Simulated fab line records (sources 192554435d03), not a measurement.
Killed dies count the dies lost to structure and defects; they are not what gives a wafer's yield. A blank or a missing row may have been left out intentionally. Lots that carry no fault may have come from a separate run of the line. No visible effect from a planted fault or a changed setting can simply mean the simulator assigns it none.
fab line records	flow n5_finfet
[record] lots = 6	wafers = 16	last_day = 18
route steps=1938 shown FIN_CUT@156 PASSIVATION@1936
lots that met no fault: taken from a fault-free run of the same line
start_h: hours from the record's opening day to when the first of the lot's shown wafers began	wait_h: time in hours since the lot's previous step	" identical to the entry in the row above	L1.1+2: a single row standing in for several wafers	- no value, or no start was given	* or withheld: withheld	< > ~ a bound
route shown NAME@n: a module of which the file shows steps, and the number in the route of the first	usual: the fault-free wafers' mean and standard deviation	same: alike in all rows	chamber/n: place in a boat	sites: readings site by site	_std_site: the values' standard deviation	_edge_site: outer sites' mean less inner sites'	radius_mm: how far each site lies from the wafer's centre	mask NAME#n: copy n	behind: the tool/chamber that last shaped the wafer	hold: the reason the lot was held/the length of the hold in hours/how it ended	device: transistor that didn't switch, given as n, p or np	end of line: the route-end tests of the same wafers	a step without rows: its recipe alone	killed: at the first sort, the dies lost to defects and structure; wafer yield is something else	map: per-die view of a wafer (x killed, . not killed, _ where there is no die)
set.NAME: the run value of the setting; set.NAME@STEP: its run value at that earlier step	model.NAME: the simulator's own value behind a step, which no gauge read
certain route steps with their lots: each step a table, each wafer a row
services: when a tool's chamber went out of use (start_h, in hours from the record's first day, below 0 if earlier), for how many hours, and the reason
[[steps]]
[step N5_FIN_CUT_COAT_29]
[recipe] resist = underlayer	temp_c = 205	time_s = 60	spin_rpm = 1500	resist_thk_nm = 10
[step N5_FIN_CUT_COAT_02]
[recipe] resist = CAR-EUV	spin_rpm = 1500	resist_thk_nm = 30
[step N5_FIN_CUT_EBR_04]
[recipe] solvent = PGMEA	ebr_width_mm = 1.5
[step N5_FIN_CUT_SOFTBAKE_03]
[recipe] temp_c = 110	time_s = 60	resist = CAR-EUV
[step N5_FIN_CUT_EXPOSE_05]
[recipe] mask_id = FIN_CUT	na = 0.33	source_shape = annular	sigma_inner = 0.35	sigma_outer = 0.8	polarization = unpolarized	dose_mj = 45.75
[step N5_FIN_CUT_PEB_06]
[recipe] peb_temp_c = 100	peb_time_s = 60	resist = CAR-EUV
[step N5_FIN_CUT_DEVELOP_07]
[recipe] develop_time_s = 30	developer = TMAH	resist = CAR-EUV	rinse_liquid = surfactant_rinse	dry = air_spin	dev_temp_c = 23
[step N5_FIN_CUT_CD_MEAS_08]
[recipe] target_cd_nm = 29.1	landing_energy_ev = 500	detector = se_inlens	polarity = opening
[usual] cd_nm = 29.07/0.26
[same] landing_energy_ev = 500
lot.wafer	tool	chamber	start_h	wait_h	cd_nm
L322.4	cd_sem-02	0	27.08	-	29.31
L322.5	"	0	"	"	29.44
L322.6	"	0	"	"	28.61
L332.2	cd_sem-02	0	87.59	-	28.90
L332.3	"	0	"	"	29.31
L333.4	cd_sem-03	0	93.23	-	28.54
L333.5	"	0	"	"	29.01
L336.1	cd_sem-01	0	114.33	-	29.25
L336.2	"	0	"	"	29.15
L336.6	"	0	"	"	29.09
L344.2	cd_sem-03	0	162.52	-	28.93
L344.3	"	0	"	"	28.62
L344.5	"	0	"	"	28.98
L345.1	cd_sem-02	0	169.32	-	28.50
L345.3	"	0	"	"	28.91
L345.4	"	0	"	"	28.60
[step N5_FIN_CUT_OVL_MEAS_09]
[recipe] points_per_wafer = 522
[usual] FIN_CUT_OVL = 0.5/0.61
lot.wafer	tool	chamber	start_h	wait_h	FIN_CUT_OVL[nm]
L322.4	overlay-01	0	27.13	0.0	0.2
L322.5	"	0	"	"	-0.8
L322.6	"	0	"	"	-0.1
L332.2	overlay-02	0	87.62	0.0	0.6
L332.3	"	0	"	"	-0.1
L333.4	overlay-01	0	93.28	0.0	0.6
L333.5	"	0	"	"	0.6
L336.1	overlay-02	0	114.36	0.0	0.8
L336.2	"	0	"	"	1.6
L336.6	"	0	"	"	1.2
L344.2	overlay-02	0	162.56	0.0	-0.4
L344.3	"	0	"	"	-0.1
L344.5	"	0	"	"	1.3
L345.1	overlay-02	0	169.35	0.0	0.7
L345.3	"	0	"	"	0.1
L345.4	"	0	"	"	0.4
[step N5_FIN_CUT_INSPECT_10]
[recipe] mode = adi	inspect_instrument = brightfield
[usual] raw_defect_count = 41/12
lot.wafer	tool	chamber	start_h	wait_h	raw_defect_count
L322.4	defect_inspect-02	-	27.17	0.0	46
L322.5	"	-	"	"	55
L322.6	"	-	"	"	60
L332.2	defect_inspect-02	-	87.68	0.0	27
L332.3	"	-	"	"	20
L333.4	defect_inspect-01	-	93.32	0.0	44
L333.5	"	-	"	"	36
L336.1	defect_inspect-02	-	114.42	0.1	23
L336.2	"	-	"	"	45
L336.6	"	-	"	"	44
L344.2	defect_inspect-02	-	162.61	0.0	53
L344.3	"	-	"	"	41
L344.5	"	-	"	"	42
L345.1	defect_inspect-02	-	169.41	0.1	47
L345.3	"	-	"	"	44
L345.4	"	-	"	"	31
[step N5_FIN_CUT_DESCUM_13]
[recipe] chemistry = O2	time_s = 7	source_power_w = 50	bias_power_w = 20	pressure_mtorr = 20	rf_frequency_hz = 2.712e+07	temp_c = 40	resist = CAR-EUV	o2_flow_sccm = 225
[usual] chamber_pressure_mTorr = 19.998/0.019	drypump_motor_current_A = 5.8/0.33	oes_product_au = 0.76/0.07	rf_vpp_V = 242.8/1.5	showerhead_plenum_p_Torr = 2.06/0.084	temp_c = 39.99/0.11	throttle_valve_pct = 20.36/0.24
lot.wafer	tool	chamber	start_h	wait_h	chamber_pressure_mTorr	drypump_motor_current_A	oes_product_au	rf_hours_counter_h	rf_vpp_V	showerhead_plenum_p_Torr	temp_c	throttle_valve_pct
L322.4	rie_diel-06	0	27.20	0.0	20.002	5.4	0.71	184	242.4	1.99	40.11	20.42
L322.5	"	0	"	"	20.026	5.4	0.71	-	242.6	1.99	40.01	20.43
L322.6	"	1	"	"	20.004	6.2	0.69	-	243.2	2.06	40.14	20.88
L332.2	rie_diel-04	1	87.93	0.2	19.986	6.2	0.77	136	243.6	2.20	40.02	20.32
L332.3	"	2	"	"	19.982	6.1	0.72	218	244.9	2.14	40.03	20.63
L333.4	rie_diel-04	1	93.41	0.1	20.007	6.2	0.77	138	245.1	2.20	39.93	20.34
L333.5	"	2	"	"	19.975	6.0	0.72	-	242.9	2.14	39.95	20.63
L336.1	rie_diel-06	1	114.46	0.0	20.005	6.2	0.96	7	242.7	2.06	39.86	20.46
L336.2	"	0	"	"	19.967	5.4	0.69	211	241.4	1.98	39.99	20.47
L336.6	"	0	"	"	19.977	5.5	0.69	-	241.3	1.98	39.85	20.47
L344.2	rie_diel-06	3	162.72	0.1	19.989	6.0	0.78	120	242.2	2.03	40.07	20.56
L344.3	"	1	"	"	19.997	6.2	0.93	22	242.8	2.05	39.96	20.49
L344.5	"	0	"	"	19.991	5.5	0.69	-	241.4	1.98	39.96	20.49
L345.1	rie_diel-04	1	169.44	0.0	19.984	6.2	0.75	164	245.7	2.19	40.22	20.34
L345.3	"	2	"	"	19.985	6.1	0.70	244	244.6	2.13	39.84	20.67
L345.4	"	0	"	"	19.995	5.4	0.75	162	241.4	1.98	39.77	19.99
[step N5_FIN_CUT_ETCH_30]
[recipe] chemistry = N2/H2	target = underlayer	target_depth_a = 130	mask_material = CAR-EUV	time_s = 10.4	ion_energy_ev = 200	pressure_mtorr = 30	source_w = 840	bias_w = 150	n2_flow_sccm = 200	h2_flow_sccm = 200	ends = cleared
[usual] chamber_pressure_mTorr = 30.002/0.03	drypump_motor_current_A = 5.8/0.33	etch_rf_on_time_s = 10.5/0.37	h2_flow_sccm = 200.1/0.61	n2_flow_sccm = 200.0/0.61	oes_product_au = 0.65/0.063	rf_vpp_V = 523/3	showerhead_plenum_p_Torr = 2.49/0.1	throttle_valve_pct = 17.74/0.25
lot.wafer	tool	chamber	start_h	wait_h	chamber_pressure_mTorr	drypump_motor_current_A	etch_rf_on_time_s	h2_flow_sccm	n2_flow_sccm	oes_product_au	rf_hours_counter_h	rf_vpp_V	showerhead_plenum_p_Torr	throttle_valve_pct
L322.4	rie_diel-06	0	27.24	0.0	29.968	5.4	10.1	200.2	200.2	0.63	184	520	2.41	17.87
L322.5	"	0	"	"	30.009	5.5	10.1	199.4	199.8	0.63	-	521	2.41	17.87
L322.6	"	1	"	"	29.963	6.2	10.3	199.6	200.2	0.59	-	523	2.51	18.31
L332.2	rie_diel-04	1	87.96	0.0	30.041	6.2	11.2	200.7	200.8	0.64	136	526	2.62	17.49
L332.3	"	2	"	"	30.004	6.0	10.6	200.0	200.5	0.60	218	526	2.62	18.05
L333.4	rie_diel-04	1	93.45	0.0	30.028	6.2	11.3	200.7	201.0	0.63	138	527	2.62	17.48
L333.5	"	2	"	"	30.003	6.0	10.6	199.6	199.5	0.60	-	527	2.62	18.05
L336.1	rie_diel-06	1	114.49	0.0	30.004	6.2	10.2	200.7	198.8	0.81	7	524	2.50	17.88
L336.2	"	0	"	"	30.045	5.5	10.2	199.6	200.3	0.61	211	522	2.40	17.90
L336.6	"	0	"	"	30.008	5.5	10.3	199.3	200.0	0.60	-	519	2.40	17.90
L344.2	rie_diel-06	3	162.76	0.0	29.979	6.0	10.2	200.7	199.3	0.67	120	522	2.43	17.74
L344.3	"	1	"	"	29.937	6.2	10.2	199.8	199.8	0.78	22	523	2.49	17.90
L344.5	"	0	"	"	30.075	5.4	10.1	199.6	199.4	0.60	-	519	2.39	17.92
L345.1	rie_diel-04	1	169.48	0.0	29.979	6.2	11.2	199.6	200.1	0.62	164	526	2.61	17.54
L345.3	"	2	"	"	29.974	6.0	10.5	199.7	199.8	0.59	244	528	2.61	18.09
L345.4	"	0	"	"	30.028	5.4	10.4	201.0	199.8	0.64	162	520	2.42	17.58
[step N5_FIN_CUT_ETCH_20]
[recipe] chemistry = CF4	target = SiARC	target_depth_a = 260	mask_material = CAR-EUV	time_s = 43.3	ion_energy_ev = 80	pressure_mtorr = 40	source_w = 545	bias_w = 36	Ar_flow_sccm = 100	cf4_flow_sccm = 100	ends = cleared
[usual] chamber_pressure_mTorr = 40.00/0.035	drypump_motor_current_A = 5.8/0.33	etch_rf_on_time_s = 43.8/1.6	oes_product_au = 0.65/0.063	rf_vpp_V = 183.6/1.3	showerhead_plenum_p_Torr = 2.12/0.081	throttle_valve_pct = 15.59/0.21
lot.wafer	tool	chamber	start_h	wait_h	chamber_pressure_mTorr	drypump_motor_current_A	etch_rf_on_time_s	oes_product_au	rf_hours_counter_h	rf_vpp_V	showerhead_plenum_p_Torr	throttle_valve_pct
L322.4	rie_diel-06	0	27.25	0.0	40.00	5.4	42.7	0.63	184	184.7	2.05	15.71
L322.5	"	0	"	"	40.04	5.4	42.9	0.63	-	182.9	2.05	15.71
L322.6	"	1	"	"	40.02	6.2	43.1	0.58	-	183.9	2.11	16.02
L332.2	rie_diel-04	1	87.98	0.0	39.97	6.2	46.4	0.63	136	184.1	2.23	15.43
L332.3	"	2	"	"	40.05	6.1	73.9	0.49	218	184.9	2.21	15.88
L333.4	rie_diel-04	1	93.47	0.0	40.04	6.2	77.7	0.53	138	184.3	2.23	15.44
L333.5	"	2	"	"	39.97	6.1	44.3	0.60	-	184.4	2.21	15.90
L336.1	rie_diel-06	1	114.51	0.0	39.97	6.2	42.4	0.82	7	183.4	2.11	15.55
L336.2	"	0	"	"	39.97	5.5	43.2	0.61	211	182.5	2.05	15.76
L336.6	"	0	"	"	39.97	5.5	43.0	0.61	-	183.2	2.05	15.75
L344.2	rie_diel-06	3	162.78	0.0	40.00	6.0	42.5	0.67	120	182.1	2.09	15.70
L344.3	"	1	"	"	40.01	6.2	42.2	0.78	22	183.4	2.10	15.58
L344.5	"	0	"	"	39.96	5.5	43.0	0.60	-	181.7	2.04	15.78
L345.1	rie_diel-04	1	169.50	0.0	40.00	6.2	46.6	0.61	164	186.1	2.22	15.49
L345.3	"	2	"	"	40.01	6.0	44.3	0.58	244	185.2	2.20	15.95
L345.4	"	0	"	"	40.00	5.4	43.5	0.64	162	183.9	2.05	15.44
[step N5_FIN_CUT_ETCH_21]
[recipe] chemistry = N2/H2	target = SOC	target_depth_a = 2190	overetch_a = 438	mask_material = SiARC	temp_c = 40	ion_energy_ev = 100	bias_w = 61	time_s = 523.5	pressure_mtorr = 30	source_w = 850	n2_flow_sccm = 200	h2_flow_sccm = 200
[usual] chamber_pressure_mTorr = 30.003/0.028	drypump_motor_current_A = 5.9/0.33	h2_flow_sccm = 200.0/0.52	n2_flow_sccm = 200.0/0.6	oes_product_au = 0.70/0.061	rf_vpp_V = 240.2/1.4	showerhead_plenum_p_Torr = 2.49/0.1	temp_c = 40.01/0.11	throttle_valve_pct = 17.69/0.25
lot.wafer	tool	chamber	start_h	wait_h	chamber_pressure_mTorr	drypump_motor_current_A	h2_flow_sccm	n2_flow_sccm	oes_product_au	rf_hours_counter_h	rf_vpp_V	showerhead_plenum_p_Torr	temp_c	throttle_valve_pct
L322.4	rie_diel-06	0	27.29	0.0	30.038	5.5	200.3	200.1	0.67	184	238.9	2.41	39.92	17.81
L322.5	"	0	"	"	30.012	5.5	200.0	199.5	0.67	-	238.5	2.41	39.97	17.81
L322.6	"	1	"	"	30.017	6.2	199.4	199.6	0.63	-	240.4	2.51	40.06	18.26
L332.2	rie_diel-04	1	88.02	0.0	30.001	6.2	199.8	200.1	0.71	136	242.2	2.62	39.98	17.44
L332.3	"	2	"	"	29.976	6.1	200.9	200.1	0.66	218	241.0	2.62	39.99	18.01
L333.4	rie_diel-04	1	93.50	0.0	30.006	6.2	201.4	199.9	0.71	139	242.0	2.62	39.94	17.45
L333.5	"	2	"	"	30.009	6.1	199.8	200.2	0.65	-	242.2	2.62	39.98	18.00
L336.1	rie_diel-06	1	114.55	0.0	30.013	6.2	199.9	199.1	0.87	7	239.5	2.50	40.20	17.83
L336.2	"	0	"	"	29.989	5.5	199.5	200.0	0.65	211	238.3	2.40	40.12	17.85
L336.6	"	0	"	"	29.964	5.5	199.8	200.2	0.66	-	238.6	2.40	39.99	17.85
L344.2	rie_diel-06	3	162.82	0.0	30.015	6.0	199.5	200.0	0.72	120	239.9	2.43	40.29	17.71
L344.3	"	1	"	"	30.005	6.2	200.5	200.7	0.83	22	240.2	2.49	39.96	17.86
L344.5	"	0	"	"	29.993	5.5	200.3	200.6	0.65	-	239.0	2.39	39.80	17.88
L345.1	rie_diel-04	1	169.53	0.0	30.030	6.2	200.2	199.8	0.69	164	242.0	2.61	40.29	17.51
L345.3	"	2	"	"	30.002	6.1	199.2	200.2	0.64	244	241.4	2.61	39.97	18.04
L345.4	"	0	"	"	29.958	5.4	199.7	199.7	0.69	162	240.1	2.42	40.12	17.53
[step N5_PASSIVATION_PROBE_49]
[usual] killed_at_M0_to_M3 = 34/10	killed_at_M4_up = 13/5.4	killed_at_contacts = 13/6	killed_at_front_end = 42/13	killed_at_other = 4/3.2	killed_dies = 107/18	killed_open = 69/14	killed_short = 35/7.7
[same] gross_dies = 1180	killed_at_back_side = 0
lot.wafer	tool	chamber	start_h	wait_h	killed_at_M0_to_M3	killed_at_M4_up	killed_at_contacts	killed_at_front_end	killed_at_other	killed_dies	killed_open	killed_short
L333.4	prober-02	-	342.09	0.2	37	22	15	34	3	111	73	36
L333.5	prober-02	-	342.14	0.2	35	8	11	29	3	86	55	31
L332.2	prober-01	-	342.62	0.1	30	11	22	41	7	111	66	37
L332.3	prober-01	-	342.67	0.1	21	9	4	58	3	95	53	42
// killed by level:class
L333.4 BEOL_M4:geometric_particle:open=16 MOL_CONTACT_COAG:geometric_particle:open=13 BEOL_M0_SAQP:geometric_particle:short=11 BEOL_M0_SAQP:geometric_particle:open=10 STI_FIN_REVEAL:geometric_particle:open=8 BEOL_M2:geometric_particle:open=7 GATE_CUT:geometric_particle:short=5 BEOL_M4:geometric_particle:short=5
L333.5 BEOL_M1:geometric_particle:open=9 BEOL_M0_SAQP:geometric_particle:open=7 MOL_CONTACT_COAG:geometric_particle:open=6 BEOL_M0_SAQP:geometric_particle:short=6 GATE_CUT:geometric_particle:open=5 MOL_CONTACT_COAG:geometric_particle:short=5 BEOL_M2:geometric_particle:open=5 FIN_SAQP:geometric_particle:short=4
L332.2 MOL_CONTACT_COAG:geometric_particle:open=16 BEOL_M2:geometric_particle:open=8 STI_FIN_REVEAL:geometric_particle:open=7 BEOL_M0_SAQP:geometric_particle:open=7 FIN_SAQP:geometric_particle:short=6 MOL_CONTACT_COAG:geometric_particle:short=6 STARTING-WAFER:geometric_particle:open=6 FIN_SAQP:geometric_particle:open=5
L332.3 FIN_SAQP:geometric_particle:short=14 FIN_SAQP:geometric_particle:open=13 STI_FIN_REVEAL:geometric_particle:open=7 BEOL_M0_SAQP:geometric_particle:short=6 GATE_CUT:geometric_particle:short=5 BEOL_M3:geometric_particle:open=4 STI_FIN_REVEAL:geometric_particle:short=4 DUMMY_GATE:geometric_particle:open=4
[[services]]
tool	chamber	start_h	hours	kind
rie_diel-04	0	66.29	10.2	repair
rie_diel-06	1	72.52	-	clean
rie_diel-06	1	72.52	-	consumable_replace:focus_ring
rie_diel-06	1	72.52	16.0	scheduled_down
rie_diel-06	1	72.52	16.0	vent_cycle
rie_diel-04	2	90.08	1.8	repair
rie_diel-04	-	136.74	2.8	pm
rie_diel-04	2	157.46	2.1	repair
[[key]]
[first_sign] step = N5_FIN_CUT_ETCH_20	reading = etch_rf_on_time_s	direction = up	sigmas = 19	usual = *	struck = *
effect none on later readings
met_at N5_FIN_CUT_ETCH_20
struck_wafers L332.3,L333.4
tester_left_out L332,L333
[fault] kind = process_parameter_drift	tool = rie_diel-04	chamber = -	onset_h = 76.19	steps = N5_FIN_CUT_ETCH_20	channel = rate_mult	offset = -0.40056	shape = step	end_h = 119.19	scope = struck_wafers_only
// tester_left_out: of these lots the tester's yield and bins aren't shown, on N5 and GAA mostly nor the transistor test; their killed dies are dies lost to structure and defects alone, not to doping, threshold or leakage, so they don't give the yield
